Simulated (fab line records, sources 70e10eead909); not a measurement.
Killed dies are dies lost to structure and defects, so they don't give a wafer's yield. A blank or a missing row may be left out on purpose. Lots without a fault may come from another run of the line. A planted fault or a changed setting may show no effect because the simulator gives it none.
fab line records | flow nand_harc
record lots=24 wafers=72 last_day=26
route steps=1159 shown A_STAIRCASE@584
lots that met no fault: from a run of the same line without faults
start_h: hours from the record's first day to the start of the lot's first wafer shown | wait_h: hours since the lot's step before | " the same as in the row above | L1.1+2: a row that stands for several wafers | - no value, or no start given | * or withheld: withheld | < > ~ a bound
route shown NAME@n: a module of which the file shows steps, and the number in the route of the first | usual: mean/standard deviation of fault-free wafers | same: alike in all rows | chamber/n: place in a boat | sites: the reading at each site | _std_site: their standard deviation | _edge_site: outer sites' mean less inner sites' | radius_mm: how far each site lies from the wafer's centre | mask NAME#n: copy n | behind: the tool/chamber that last shaped the wafer | hold: why the lot was held/for how many hours/how that ended | device: the transistor (n, p or np) that didn't switch | end of line: the same wafers' tests at the end of the route | a step without rows: its recipe alone | killed: dies lost to structure and defects at the first sort, not the wafer's yield | map: a wafer's dies, x killed, . not, _ none there
set.NAME: the setting as run; set.NAME@STEP: as run at that earlier step | model.NAME: the simulator's own value behind a step, which no gauge read
steps of the route over a sample of lots; a table a step, a row a wafer
services: from which hour (start_h, from the record's first day; less than 0 if before it) a tool's chamber was out of use, for how many hours, and why
## steps
# step NHARC_A_STAIRCASE_ETCH_190
# recipe target_depth_a=1000 time_s=40.5 ion_energy_ev=400 c4f8_flow_sccm=20 o2_flow_sccm=10 ar_flow_sccm=withheld rf_w=600 bias_w=1000 chemistry=C4F8/O2
# usual oes_product_au=0.943/0.012 rf_vpp_V=898/4.8
# columns lot.wafer tool chamber start_h wait_h oes_product_au rf_hours_counter_h rf_vpp_V
L074.3 rie_diel-07 1 - - 0.950 1 893
L074.1 " 3 " " 0.927 1 906
L074.6 " 1 " " 0.960 - 894
L076.3 rie_diel-11 0 - - 0.955 20 899
L076.1 " 1 " " 0.933 20 902
L076.6 " 2 " " 0.938 - 886
L075.3 rie_diel-07 1 - - 0.963 5 894
L075.4 " 0 " " 0.943 5 893
L075.5 " 2 " " 0.956 - 901
L077.3 rie_diel-07 0 - - 0.931 8 892
L077.5 " 1 " " 0.937 - 893
L077.6 " 2 " " 0.949 - 902
L078.3 rie_diel-07 3 - - 0.945 8 905
L078.1 " 0 " " 0.934 8 891
L078.5 " 0 " " 0.941 - 891
L079.2 rie_diel-12 1 - - 0.970 22 901
L079.3 " 2 " " 0.940 20 902
L079.4 " 0 " " 0.972 24 895
L082.3 rie_diel-07 1 - - 0.946 14 893
L082.6 " 1 " " 0.945 - 894
L082.5 " 2 " " 0.937 - 902
L080.1 rie_diel-07 2 - - 0.948 14 902
L080.4 " 3 " " 0.923 14 904
L080.5 " 1 " " 0.949 - 893
L083.1 rie_diel-12 2 - - 0.928 27 901
L083.3 " 3 " " 0.945 28 899
L083.5 " 3 " " 0.948 - 899
L081.4 rie_diel-11 2 - - 0.960 36 887
L081.6 " 3 " " 0.939 - 899
L081.5 " 0 " " 0.943 - 897
L084.3 rie_diel-12 3 - - 0.959 31 899
L084.1 " 1 " " 0.942 34 900
L084.6 " 3 " " 0.962 - 899
L086.3 rie_diel-11 3 - - 0.953 41 899
L086.4 " 0 " " 0.946 45 896
L086.2 " 1 " " 0.936 44 900
L087.3 rie_diel-11 2 - - 0.938 45 887
L087.1 " 3 " " 0.935 41 900
L087.5 " 0 " " 0.947 - 897
L085.3 rie_diel-12 1 - - 0.928 39 899
L085.4 " 2 " " 0.933 35 901
L085.6 " 1 " " 0.939 - 899
L089.1 rie_diel-12 0 - - 0.950 45 894
L089.2 " 1 " " 0.942 43 898
L089.5 " 2 " " 0.931 - 903
L088.1 rie_diel-07 3 - - 0.944 31 904
L088.2 " 2 " " 0.949 32 901
L088.6 " 3 " " 0.937 - 905
L090.3 rie_diel-11 0 - - 0.943 54 896
L090.1 " 1 " " 0.921 54 900
L090.6 " 3 " " 0.936 - 899
L091.3 rie_diel-11 3 - - 0.950 52 899
L091.4 " 0 " " 0.954 56 897
L091.5 " 2 " " 0.963 - 888
L094.1 rie_diel-12 0 - - 0.957 51 896
L094.4 " 2 " " 0.941 45 900
L094.6 " 0 " " 0.954 - 895
L092.2 rie_diel-11 3 - - 0.940 55 898
L092.3 " 0 " " 0.928 60 896
L092.5 " 2 " " 0.951 - 886
L095.2 rie_diel-07 1 - - 0.918 45 892
L095.1 " 3 " " 0.923 40 905
L095.4 " 0 " " 0.927 45 891
L093.4 rie_diel-12 0 - - 0.936 56 893
L093.5 " 1 " " 0.939 - 898
L093.6 " 2 " " 0.923 - 903
L096.3 rie_diel-12 1 - - 0.950 58 898
L096.6 " 2 " " 0.945 - 902
L096.5 " 3 " " 0.958 - 898
L097.1 rie_diel-11 3 - - 0.955 9 900
L097.2 " 1 " " 0.930 11 901
L097.6 " 0 " " 0.949 - 897
# step NHARC_A_STAIRCASE_TRIM_193
# recipe time_s=211.2 o2_flow_sccm=500 ar_flow_sccm=0 bias_w=0 chemistry=O2
# usual drypump_motor_current_A=5.8/0.5 oes_product_au=1.003/0.011 rf_vpp_V=57.9/0.83 showerhead_plenum_p_Torr=3.58/0.13 throttle_valve_pct=17.037/0.0088
# columns lot.wafer tool chamber start_h wait_h drypump_motor_current_A oes_product_au rf_hours_counter_h rf_vpp_V showerhead_plenum_p_Torr throttle_valve_pct
L074.1 rie_diel-07 3 - - 5.6 1.008 1 56.2 3.77 17.025
L074.3 " 0 " " 6.7 1.013 1 58.1 3.42 17.036
L074.6 " 3 " " 5.6 1.009 - 59.2 3.78 17.034
L076.1 rie_diel-11 0 - - 5.8 1.000 20 57.7 3.58 17.033
L076.3 " 2 " " 5.5 1.013 21 57.5 3.30 17.028
L076.6 " 1 " " 5.5 0.987 - 58.7 3.69 17.032
L075.4 rie_diel-07 0 - - 6.7 0.987 5 58.8 3.42 17.043
L075.3 " 3 " " 5.6 0.993 5 58.5 3.77 17.028
L075.5 " 0 " " 6.7 0.988 - 56.8 3.42 17.045
L077.3 rie_diel-07 3 - - 5.6 1.010 8 58.2 3.77 17.040
L077.5 " 1 " " 4.7 1.005 - 57.7 3.44 17.033
L077.6 " 2 " " 6.0 1.017 - 58.1 3.69 17.041
L078.3 rie_diel-07 3 - - 5.5 1.014 8 58.6 3.77 17.031
L078.1 " 0 " " 6.7 0.994 8 59.0 3.42 17.041
L078.5 " 1 " " 4.8 1.013 - 56.3 3.44 17.027
L079.3 rie_diel-12 0 - - 5.7 1.010 24 59.0 3.50 17.027
L079.2 " 1 " " 5.9 1.006 23 58.8 3.63 17.041
L079.4 " 3 " " 6.0 0.997 22 58.7 3.62 17.059
L082.3 rie_diel-07 1 - - 4.7 1.016 15 57.4 3.44 17.049
L082.5 " 1 " " 4.7 1.010 - 57.8 3.44 17.024
L082.6 " 2 " " 6.0 1.011 - 57.0 3.69 17.020
L080.1 rie_diel-07 3 - - 5.6 1.007 14 58.1 3.77 17.048
L080.4 " 0 " " 6.6 0.996 15 57.8 3.41 17.050
L080.5 " 1 " " 4.8 1.004 - 57.9 3.43 17.038
L083.1 rie_diel-12 2 - - 6.2 0.989 27 58.8 3.70 17.045
L083.3 " 1 " " 5.9 0.997 31 57.5 3.63 17.043
L083.5 " 3 " " 6.0 1.002 - 57.9 3.62 17.031
L081.4 rie_diel-11 0 - - 5.8 1.006 36 58.2 3.57 17.042
L081.5 " 3 " " 6.6 1.017 - 56.7 3.61 17.052
L081.6 " 0 " " 5.8 1.015 - 57.9 3.57 17.024
L084.1 rie_diel-12 2 - - 6.2 0.992 30 57.6 3.70 17.023
L084.3 " 1 " " 5.9 0.994 34 56.6 3.63 17.027
L084.6 " 2 " " 6.3 0.994 - 58.5 3.70 17.026
L086.2 rie_diel-11 1 - - 5.5 0.978 44 57.2 3.68 17.027
L086.3 " 2 " " 5.5 1.006 45 57.9 3.29 17.040
L086.4 " 3 " " 6.6 1.001 41 58.4 3.61 17.047
L087.3 rie_diel-11 3 - - 6.6 1.011 42 58.5 3.61 17.040
L087.1 " 1 " " 5.6 0.981 44 59.1 3.67 17.043
L087.5 " 3 " " 6.6 1.003 - 57.3 3.61 17.047
L085.3 rie_diel-12 0 - - 5.7 1.005 41 58.3 3.49 17.032
L085.4 " 2 " " 6.3 0.986 35 57.8 3.70 17.022
L085.6 " 3 " " 6.0 1.011 - 57.5 3.62 17.051
L088.2 rie_diel-07 1 - - 4.8 0.996 36 56.0 3.42 17.021
L088.1 " 3 " " 5.5 0.994 31 58.5 3.76 17.039
L088.6 " 1 " " 4.8 1.000 - 57.9 3.42 17.034
L089.1 rie_diel-12 1 - - 5.9 1.005 43 59.2 3.62 17.026
L089.2 " 0 " " 5.7 1.010 46 57.3 3.49 17.036
L089.5 " 1 " " 5.9 0.990 - 56.8 3.62 17.043
L090.1 rie_diel-11 3 - - 6.6 1.009 50 56.9 3.60 17.038
L090.3 " 0 " " 5.8 1.008 54 59.1 3.56 17.038
L090.6 " 1 " " 5.5 0.985 - 58.9 3.67 17.032
L091.3 rie_diel-11 1 - - 5.5 0.993 56 58.3 3.67 17.042
L091.4 " 3 " " 6.6 1.000 52 57.4 3.60 17.048
L091.5 " 1 " " 5.5 0.991 - 58.3 3.67 17.040
L094.1 rie_diel-12 0 - - 5.7 1.011 51 57.3 3.49 17.026
L094.4 " 3 " " 6.0 1.006 47 57.3 3.61 17.031
L094.6 " 1 " " 5.9 1.000 - 58.6 3.62 17.034
L092.3 rie_diel-11 0 - - 5.8 0.997 60 58.2 3.56 17.032
L092.2 " 1 " " 5.5 0.987 62 57.5 3.66 17.039
L092.5 " 3 " " 6.6 1.016 - 58.8 3.60 17.026
L095.4 rie_diel-07 2 - - 6.0 1.015 40 57.5 3.67 17.025
L095.1 " 3 " " 5.6 0.994 41 58.0 3.75 17.033
L095.2 " 0 " " 6.7 1.002 46 57.1 3.40 17.048
L093.4 rie_diel-12 0 - - 5.7 1.013 56 56.9 3.49 17.046
L093.6 " 2 " " 6.2 0.992 - 58.6 3.69 17.033
L093.5 " 3 " " 6.0 1.008 - 56.8 3.61 17.046
L096.3 rie_diel-12 1 - - 5.9 1.004 59 57.7 3.61 17.042
L096.5 " 0 " " 5.7 1.022 - 58.1 3.48 17.034
L096.6 " 1 " " 5.9 1.013 - 57.9 3.61 17.028
L097.1 rie_diel-11 2 - - 5.5 1.013 10 57.5 3.80 17.045
L097.2 " 3 " " 6.6 1.013 9 59.0 3.59 17.055
L097.6 " 2 " " 5.5 1.017 - 59.1 3.80 17.036
# step NHARC_A_STAIRCASE_TRIM_224
# recipe time_s=211.2 o2_flow_sccm=500 ar_flow_sccm=0 bias_w=0 chemistry=O2
# usual drypump_motor_current_A=5.8/0.52 oes_product_au=1.004/0.0099 rf_vpp_V=57.9/0.81 showerhead_plenum_p_Torr=3.57/0.13 throttle_valve_pct=17.035/0.0082
# columns lot.wafer tool chamber start_h wait_h drypump_motor_current_A oes_product_au rf_hours_counter_h rf_vpp_V showerhead_plenum_p_Torr throttle_valve_pct
L074.3 rie_diel-07 0 - - 6.7 1.000 4 57.3 3.42 17.038
L074.1 " 1 " " 4.7 1.005 4 57.7 3.44 17.037
L074.6 " 3 " " 5.5 1.006 - 57.5 3.77 17.048
L076.1 rie_diel-07 1 - - 4.8 1.001 6 57.8 3.44 17.036
L076.3 " 3 " " 5.6 0.996 6 60.3 3.77 17.035
L076.6 " 1 " " 4.8 1.008 - 57.3 3.44 17.016
L075.3 rie_diel-11 3 - - 6.6 1.009 23 58.9 3.62 17.026
L075.4 " 1 " " 5.5 0.999 22 60.0 3.69 17.037
L075.5 " 3 " " 6.6 1.018 - 57.5 3.62 17.027
L077.3 rie_diel-07 2 - - 5.9 1.021 8 58.8 3.69 17.035
L077.6 " 0 " " 6.7 0.993 - 58.1 3.42 17.023
L077.5 " 1 " " 4.8 1.007 - 58.5 3.44 17.045
L078.1 rie_diel-07 0 - - 6.7 0.990 9 57.1 3.41 17.024
L078.3 " 2 " " 5.9 1.018 9 57.3 3.69 17.027
L078.5 " 0 " " 6.7 0.999 - 56.3 3.42 17.025
L079.4 rie_diel-12 0 - - 5.7 1.015 25 58.0 3.50 17.029
L079.2 " 1 " " 5.9 1.007 24 57.1 3.63 17.023
L079.3 " 2 " " 6.2 0.980 21 58.2 3.71 17.045
L082.3 rie_diel-07 2 - - 6.0 1.006 17 57.1 3.69 17.032
L082.5 " 2 " " 6.0 1.020 - 57.0 3.69 17.041
L082.6 " 3 " " 5.5 1.004 - 58.7 3.77 17.035
L080.4 rie_diel-11 0 - - 5.8 1.010 33 57.5 3.57 17.042
L080.1 " 2 " " 5.5 1.014 34 58.2 3.29 17.038
L080.5 " 0 " " 5.8 1.011 - 59.3 3.57 17.031
L083.3 rie_diel-12 1 - - 5.9 0.998 32 58.2 3.63 17.020
L083.1 " 2 " " 6.2 0.987 28 59.1 3.70 17.029
L083.5 " 3 " " 6.0 1.003 - 59.4 3.62 17.033
L081.4 rie_diel-11 1 - - 5.5 0.996 36 59.2 3.68 17.039
L081.5 " 3 " " 6.6 1.000 - 58.4 3.61 17.026
L081.6 " 0 " " 5.8 1.005 - 56.8 3.57 17.040
L084.1 rie_diel-07 3 - - 5.5 0.996 24 59.8 3.76 17.033
L084.3 " 0 " " 6.7 0.994 25 58.6 3.41 17.038
L084.6 " 2 " " 5.9 0.994 - 57.6 3.68 17.032
L086.2 rie_diel-12 3 - - 6.0 1.010 38 57.5 3.62 17.024
L086.3 " 1 " " 5.9 0.990 40 58.9 3.62 17.032
L086.4 " 2 " " 6.2 0.986 36 57.9 3.70 17.037
L087.1 rie_diel-12 2 - - 6.2 1.003 36 59.4 3.70 17.038
L087.3 " 3 " " 6.0 1.016 38 58.0 3.61 17.029
L087.5 " 2 " " 6.3 0.995 - 58.2 3.70 17.022
L085.3 rie_diel-07 3 - - 5.5 0.997 30 58.5 3.76 17.024
L085.4 " 0 " " 6.7 0.986 34 57.3 3.40 17.041
L085.6 " 1 " " 4.8 1.010 - 56.7 3.43 17.043
L089.1 rie_diel-11 1 - - 5.5 0.984 53 57.5 3.67 17.029
L089.2 " 2 " " 5.5 1.012 53 58.0 3.28 17.014
L089.5 " 1 " " 5.5 0.976 - 57.4 3.67 17.030
L088.1 rie_diel-12 3 - - 6.0 1.009 43 58.7 3.61 17.035
L088.2 " 0 " " 5.7 1.004 47 57.3 3.49 17.021
L088.6 " 0 " " 5.7 1.002 - 57.8 3.49 17.027
L090.3 rie_diel-07 1 - - 4.7 1.016 40 57.8 3.42 17.044
L090.1 " 3 " " 5.6 1.001 35 57.8 3.76 17.033
L090.6 " 2 " " 5.9 1.001 - 58.4 3.68 17.025
L091.3 rie_diel-11 2 - - 5.5 1.015 57 57.3 3.28 17.027
L091.4 " 2 " " 5.5 1.016 - 55.8 3.28 17.043
L091.5 " 1 " " 5.5 0.991 - 58.8 3.67 17.039
L094.4 rie_diel-11 1 - - 5.5 0.984 59 58.1 3.67 17.035
L094.1 " 0 " " 5.8 1.003 59 57.8 3.56 17.038
L094.6 " 2 " " 5.5 1.013 - 56.7 3.28 17.046
L092.3 rie_diel-12 1 - - 5.9 0.996 55 57.4 3.62 17.028
L092.2 " 0 " " 5.7 1.014 56 56.7 3.48 17.043
L092.5 " 1 " " 5.9 1.002 - 58.7 3.62 17.028
L095.2 rie_diel-12 3 - - 6.0 1.013 51 58.8 3.61 17.021
L095.4 " 1 " " 5.9 1.012 55 57.1 3.62 17.040
L095.1 " 2 " " 6.3 0.982 50 58.8 3.69 17.032
L093.4 rie_diel-12 2 - - 6.2 0.984 52 58.0 3.69 17.044
L093.6 " 2 " " 6.2 0.987 - 58.2 3.69 17.031
L093.5 " 3 " " 6.0 0.995 - 58.6 3.61 17.043
L096.3 rie_diel-11 3 - - 6.6 1.024 2 56.7 3.60 17.023
L096.5 " 1 " " 5.5 0.991 - 57.8 3.66 17.036
L096.6 " 2 " " 5.5 1.009 - 59.0 3.81 17.042
L097.1 rie_diel-07 0 - - 6.6 1.008 64 58.2 3.39 17.029
L097.2 " 1 " " 4.8 1.014 64 59.1 3.41 17.027
L097.6 " 2 " " 6.0 1.015 - 58.0 3.66 17.051
# step NHARC_A_STAIRCASE_ETCH_227
# recipe target_depth_a=1000 time_s=40.5 ion_energy_ev=400 c4f8_flow_sccm=20 o2_flow_sccm=10 ar_flow_sccm=withheld rf_w=600 bias_w=1000 chemistry=C4F8/O2
# usual oes_product_au=0.942/0.011 rf_vpp_V=897/5
# columns lot.wafer tool chamber start_h wait_h oes_product_au rf_hours_counter_h rf_vpp_V
L074.1 rie_diel-07 3 - - 0.937 4 907
L074.3 " 2 " " 0.945 5 903
L074.6 " 3 " " 0.945 - 906
L076.3 rie_diel-07 2 - - 0.969 6 902
L076.1 " 3 " " 0.950 6 905
L076.6 " 1 " " 0.945 - 892
L075.3 rie_diel-11 3 - - 0.945 23 899
L075.4 " 1 " " 0.935 22 901
L075.5 " 3 " " 0.943 - 899
L077.3 rie_diel-07 3 - - 0.954 8 904
L077.5 " 0 " " 0.944 - 889
L077.6 " 1 " " 0.950 - 893
L078.1 rie_diel-07 0 - - 0.942 9 892
L078.3 " 2 " " 0.943 9 901
L078.5 " 0 " " 0.949 - 893
L079.3 rie_diel-12 2 - - 0.946 21 903
L079.2 " 3 " " 0.944 23 900
L079.4 " 1 " " 0.962 24 899
L082.3 rie_diel-07 0 - - 0.927 18 891
L082.5 " 1 " " 0.939 - 892
L082.6 " 2 " " 0.952 - 901
L080.4 rie_diel-11 1 - - 0.936 33 902
L080.1 " 0 " " 0.938 34 898
L080.5 " 1 " " 0.934 - 902
L083.1 rie_diel-12 3 - - 0.952 29 899
L083.3 " 0 " " 0.953 33 895
L083.5 " 0 " " 0.944 - 895
L081.4 rie_diel-11 3 - - 0.961 37 899
L081.5 " 3 " " 0.958 - 898
L081.6 " 0 " " 0.949 - 896
L084.3 rie_diel-07 0 - - 0.933 26 894
L084.1 " 1 " " 0.939 26 891
L084.6 " 1 " " 0.948 - 893
L086.3 rie_diel-12 2 - - 0.919 36 903
L086.2 " 3 " " 0.953 38 900
L086.4 " 0 " " 0.936 43 895
L087.3 rie_diel-12 1 - - 0.931 41 899
L087.1 " 2 " " 0.919 37 902
L087.5 " 0 " " 0.931 - 894
L085.3 rie_diel-07 0 - - 0.961 34 892
L085.4 " 1 " " 0.957 35 891
L085.6 " 1 " " 0.945 - 892
L089.2 rie_diel-11 3 - - 0.931 49 898
L089.1 " 1 " " 0.911 54 902
L089.5 " 3 " " 0.931 - 897
L088.1 rie_diel-12 3 - - 0.957 43 898
L088.2 " 0 " " 0.947 47 896
L088.6 " 3 " " 0.958 - 898
L090.1 rie_diel-07 3 - - 0.942 35 904
L090.3 " 0 " " 0.946 40 892
L090.6 " 3 " " 0.925 - 903
L091.3 rie_diel-11 0 - - 0.926 57 897
L091.5 " 2 " " 0.942 - 887
L091.4 " 0 " " 0.929 - 896
L094.1 rie_diel-11 1 - - 0.928 59 901
L094.6 " 2 " " 0.961 - 887
L094.4 " 3 " " 0.946 - 898
L092.2 rie_diel-12 2 - - 0.935 50 902
L092.3 " 3 " " 0.934 51 899
L092.5 " 1 " " 0.935 - 898
L095.4 rie_diel-12 2 - - 0.929 50 903
L095.1 " 0 " " 0.942 57 893
L095.2 " 1 " " 0.939 55 899
L093.4 rie_diel-12 3 - - 0.940 55 899
L093.6 " 2 " " 0.931 - 903
L093.5 " 3 " " 0.940 - 899
L096.3 rie_diel-11 1 - - 0.923 3 900
L096.5 " 2 " " 0.941 - 905
L096.6 " 3 " " 0.964 - 900
L097.1 rie_diel-07 2 - - 0.960 59 900
L097.2 " 1 " " 0.944 65 891
L097.6 " 2 " " 0.952 - 901
# step NHARC_A_STAIRCASE_DEP_151
# recipe target_thk_a=38000 temp_c=400 target_thk_nm=3800 teos_flow_sccm=200 rf_w=500 material=SiO2
# usual heater_power_w=679/83
# columns lot.wafer tool chamber start_h wait_h heater_power_w
L074.3 pecvd-02 0 278.19 0.4 727
L074.1 " 1 " " 772
L074.6 " 1 " " 623
L076.3 pecvd-03 1 286.01 0.4 812
L076.1 " 0 " " 689
L076.6 " 0 " " 634
L075.4 pecvd-02 0 286.67 1.0 607
L075.3 " 2 " " 518
L075.5 " 2 " " 515
L078.3 pecvd-01 0 296.99 0.4 761
L078.1 " 1 " " 613
L078.5 " 1 " " 605
L077.3 pecvd-02 0 297.08 0.5 651
L077.6 " 2 " " 504
L077.5 " 1 " " 628
L079.3 pecvd-01 0 302.45 0.7 818
L079.2 " 1 " " 718
L079.4 " 0 " " 639
L082.3 pecvd-01 0 326.19 0.6 757
L082.6 " 1 " " 605
L082.5 " 2 " " 751
L080.1 pecvd-03 1 332.69 0.5 679
L080.4 " 0 " " 637
L080.5 " 2 " " 623
L083.1 pecvd-03 0 336.54 0.6 791
L083.3 " 1 " " 797
L083.5 " 2 " " 616
L081.6 pecvd-01 1 343.43 1.0 608
L081.5 " 2 " " 737
L081.4 " 0 " " 622
L084.1 pecvd-03 2 346.37 0.5 714
L084.3 " 1 " " 655
L084.6 " 2 " " 628
L087.3 pecvd-01 1 353.42 0.4 714
L087.1 " 2 " " 811
L087.5 " 0 " " 635
L085.3 pecvd-02 0 353.52 0.5 768
L085.4 " 2 " " 551
L085.6 " 1 " " 591
L086.2 pecvd-03 1 353.92 0.9 769
L086.4 " 2 " " 612
L086.3 " 1 " " 663
L088.1 pecvd-02 2 364.56 0.4 687
L088.2 " 0 " " 810
L088.6 " 2 " " 551
L089.1 pecvd-03 2 364.56 0.4 655
L089.2 " 1 " " 779
L089.5 " 0 " " 627
L090.3 pecvd-01 2 369.65 0.5 863
L090.1 " 0 " " 760
L090.6 " 1 " " 605
L091.3 pecvd-02 1 377.14 0.5 719
L091.4 " 0 " " 647
L091.5 " 1 " " 592
L094.1 pecvd-01 0 384.29 0.4 718
L094.6 " 0 " " 638
L094.4 " 1 " " 604
L092.3 pecvd-02 0 397.12 0.5 665
L092.2 " 1 " " 719
L092.5 " 0 " " 633
L095.1 pecvd-03 1 397.13 0.5 788
L095.2 " 2 " " 759
L095.4 " 0 " " 647
L093.6 pecvd-03 1 403.42 0.7 667
L093.5 " 2 " " 606
L093.4 " 0 " " 653
L096.3 pecvd-03 2 411.45 0.5 644
L096.5 " 2 " " 633
L096.6 " 0 " " 638
L097.2 pecvd-03 1 430.78 0.4 657
L097.1 " 2 " " 611
L097.6 " 1 " " 653
# step NHARC_A_STAIRCASE_STRIP_475
# recipe time_s=20 o2_flow_sccm=500 ar_flow_sccm=0 bias_w=0 chemistry=O2
# usual drypump_motor_current_A=5.9/0.45 oes_product_au=1.004/0.012 rf_vpp_V=57.9/0.93 showerhead_plenum_p_Torr=3.59/0.11 throttle_valve_pct=17.036/0.0098
# columns lot.wafer tool chamber start_h wait_h drypump_motor_current_A oes_product_au rf_hours_counter_h rf_vpp_V showerhead_plenum_p_Torr throttle_valve_pct
L074.1 rie_diel-07 1 - - 4.7 1.001 28 58.6 3.43 17.031
L074.3 " 0 " " 6.7 0.980 28 58.0 3.41 17.033
L074.6 " 1 " " 4.7 1.003 - 56.2 3.43 17.040
L075.3 rie_diel-11 3 - - 6.6 1.000 39 56.0 3.61 17.030
L075.4 " 0 " " 5.8 1.004 43 56.2 3.57 17.044
L075.5 " 3 " " 6.6 1.004 - 57.8 3.61 17.036
L076.3 rie_diel-11 1 - - 5.5 0.986 43 57.4 3.68 17.034
L076.1 " 2 " " 5.5 1.017 43 57.2 3.29 17.031
L076.6 " 3 " " 6.6 1.012 - 57.6 3.61 17.060
L078.3 rie_diel-11 1 - - 5.5 0.997 49 57.9 3.67 17.037
L078.1 " 3 " " 6.6 1.006 46 58.7 3.61 17.042
L078.5 " 0 " " 5.8 1.007 - 57.0 3.56 17.040
L077.3 rie_diel-12 3 - - 6.0 1.013 41 57.0 3.61 17.045
L077.5 " 0 " " 5.7 1.011 - 58.5 3.49 17.038
L077.6 " 1 " " 5.9 1.010 - 58.9 3.62 17.057
L079.2 rie_diel-12 2 - - 6.2 0.996 40 58.5 3.70 17.028
L079.4 " 3 " " 6.0 1.006 42 58.6 3.61 17.049
L079.3 " 0 " " 5.7 1.004 46 56.9 3.49 17.032
L082.3 rie_diel-12 3 - - 6.0 1.000 47 59.9 3.61 17.026
L082.6 " 2 " " 6.3 0.978 - 57.9 3.69 17.035
L082.5 " 3 " " 6.0 0.997 - 59.5 3.61 17.043
L080.1 rie_diel-12 2 - - 6.3 0.981 49 57.4 3.69 17.039
L080.4 " 0 " " 5.7 1.011 56 57.8 3.49 17.024
L080.5 " 2 " " 6.3 0.990 - 58.1 3.69 17.012
L083.3 rie_diel-12 2 - - 6.2 0.985 52 58.5 3.69 17.030
L083.1 " 0 " " 5.7 1.001 60 56.2 3.48 17.040
L083.5 " 2 " " 6.2 0.983 - 57.7 3.69 17.017
L084.3 rie_diel-12 0 - - 5.7 1.015 61 58.2 3.48 17.034
L084.1 " 2 " " 6.2 0.995 53 57.5 3.69 17.034
L084.6 " 3 " " 6.0 1.008 - 58.8 3.60 17.022
L081.4 rie_diel-12 0 - - 5.7 1.015 61 57.3 3.48 17.043
L081.6 " 2 " " 6.2 0.997 - 59.3 3.69 17.040
L081.5 " 3 " " 6.0 1.006 - 57.3 3.61 17.053
L085.4 rie_diel-11 3 - - 6.6 1.016 3 56.8 3.60 17.030
L085.3 " 0 " " 5.8 0.995 4 58.5 3.55 17.035
L085.6 " 2 " " 5.5 1.008 - 59.3 3.81 17.046
L087.3 rie_diel-07 0 380.59 0.2 6.7 0.998 57 57.0 3.39 17.041
L087.1 " 1 " " 4.8 1.005 57 58.3 3.41 17.028
L087.5 " 1 " " 4.8 1.004 - 56.7 3.41 17.027
L086.2 rie_diel-07 1 380.99 0.1 4.7 1.013 57 58.0 3.41 17.023
L086.3 " 2 " " 6.0 1.024 52 57.1 3.67 17.033
L086.4 " 0 " " 6.7 1.020 - 57.3 3.39 17.018
L088.2 rie_diel-11 2 - - 5.5 1.009 9 58.1 3.80 17.047
L088.1 " 3 " " 6.6 1.006 9 57.8 3.60 17.042
L088.6 " 1 " " 5.5 0.986 - 57.9 3.66 17.037
L089.1 rie_diel-12 0 - - 5.7 1.012 2 57.0 3.48 17.033
L089.2 " 2 " " 6.3 1.018 3 58.2 3.69 17.042
L089.5 " 0 " " 5.7 1.011 - 57.3 3.48 17.032
L090.1 rie_diel-12 0 - - 5.7 1.015 7 58.5 3.48 17.026
L090.3 " 2 " " 6.3 1.013 6 58.9 3.68 17.033
L090.6 " 0 " " 5.7 1.002 - 57.1 3.48 17.045
L091.4 rie_diel-11 0 - - 5.8 1.018 14 55.8 3.55 17.051
L091.3 " 1 " " 5.5 0.986 15 58.1 3.66 17.027
L091.5 " 0 " " 5.8 1.007 - 58.7 3.55 17.038
L094.4 rie_diel-11 2 - - 5.5 1.008 20 58.8 3.80 17.034
L094.1 " 3 " " 6.6 1.003 20 57.0 3.59 17.041
L094.6 " 1 " " 5.5 0.970 - 57.4 3.65 17.047
L092.2 rie_diel-12 0 - - 5.7 1.017 17 58.1 3.47 17.042
L092.3 " 1 " " 5.9 1.019 20 55.8 3.60 17.038
L092.5 " 3 " " 6.0 1.007 - 58.1 3.59 17.026
L095.1 rie_diel-11 0 - - 5.8 0.998 26 58.6 3.54 17.048
L095.2 " 1 " " 5.5 0.978 27 59.5 3.65 17.039
L095.4 " 3 " " 6.6 1.010 24 58.1 3.59 17.028
L093.4 rie_diel-07 3 - - 5.6 1.020 7 59.4 3.74 17.045
L093.5 " 0 " " 6.7 1.012 - 57.2 3.38 17.045
L093.6 " 1 " " 4.8 0.996 - 58.4 3.40 17.033
L096.3 rie_diel-11 0 - - 5.8 1.002 31 57.4 3.54 17.031
L096.5 " 3 " " 6.6 1.006 - 58.8 3.58 17.073
L096.6 " 0 " " 5.8 1.006 - 56.1 3.54 17.033
L097.2 rie_diel-12 2 - - 6.3 1.001 23 58.0 3.67 17.028
L097.1 " 3 " " 6.0 1.023 30 57.4 3.59 17.017
L097.6 " 1 " " 5.9 1.012 - 56.9 3.59 17.031
## services
# columns tool chamber start_h hours kind
pecvd-02 1 220.50 8.3 repair
pecvd-03 0 221.68 15.8 repair
rie_diel-07 - 228.26 9.0 pm
rie_diel-12 0 236.30 - clean
pecvd-01 - 237.40 13.0 pm
rie_diel-12 3 258.47 5.0 repair
pecvd-03 - 269.57 2.2 repair
pecvd-03 - 292.23 13.0 pm
pecvd-02 - 334.47 13.0 pm
pecvd-03 0 344.95 10.4 repair
rie_diel-11 0 353.65 4.1 repair
rie_diel-11 - 366.67 9.0 pm
rie_diel-07 3 371.03 30.2 repair
rie_diel-12 - 379.45 9.0 pm
pecvd-01 0 388.09 12.3 repair
pecvd-01 2 389.13 18.7 repair
pecvd-03 - 391.36 1.3 repair
rie_diel-12 0 404.99 3.0 repair
rie_diel-07 - 405.26 9.0 pm
rie_diel-12 2 406.89 20.2 repair
pecvd-01 2 412.07 6.6 repair
pecvd-01 - 418.40 13.0 pm
rie_diel-07 2 443.45 30.7 repair
rie_diel-07 0 448.96 4.0 repair
## key
fault none
